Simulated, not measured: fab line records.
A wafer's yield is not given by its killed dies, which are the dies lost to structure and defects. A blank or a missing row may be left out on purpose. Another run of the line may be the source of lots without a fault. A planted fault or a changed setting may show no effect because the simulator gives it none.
Chamber matching    flow nandHarc    4 sister chambers for NHARC_HYBRID_BOND_ACTIVATE_00 on rieDiel-10
The step chemistry N2, time 60 s. 4 wafers are shown with their chamber, then 10 later ones without.

## WAFERS PAIRED WITH THEIR CHAMBERS
wafer   chamber  showerheadPlenumPTorr (Torr)
L555.6  3        1.76
L558.6  1        1.81
L559.4  0        1.85
L559.5  2        1.71

## WAFERS WITH NO CHAMBER GIVEN
wafer   showerheadPlenumPTorr (Torr)
L559.6  1.81
L562.3  1.71
L562.5  1.71
L562.6  1.81
L563.3  1.76
L563.5  1.71
L563.6  1.81
L567.1  1.76
L567.2  1.84
L567.3  1.71

## WHICH CHAMBER EACH ONE RAN IN
wafer   from the rows above  in truth
L559.6  1                    1
L562.3  2                    2
L562.5  2                    2
L562.6  1                    1
L563.3  3                    3
L563.5  2                    2
L563.6  1                    1
L567.1  3                    3
L567.2  0                    0
L567.3  2                    2
Placed correctly: 10 of 10. Not placeable from these rows: 0. Wrongly placed: 0.
How it was worked out, from the rows above alone: a wafer's distance from a chamber is the root of the sum, over the readings, of the square of ((its reading less the chamber's mean) divided by the reading's scatter). If the next closest chamber is less than 2 further off than the closest, the wafer can't be placed; otherwise it belongs to the closest. A chamber's mean is the mean of its shown wafers. The scatter: root of mean squared gap, hidden wafer to nearest shown wafer, with one shown wafer a chamber.
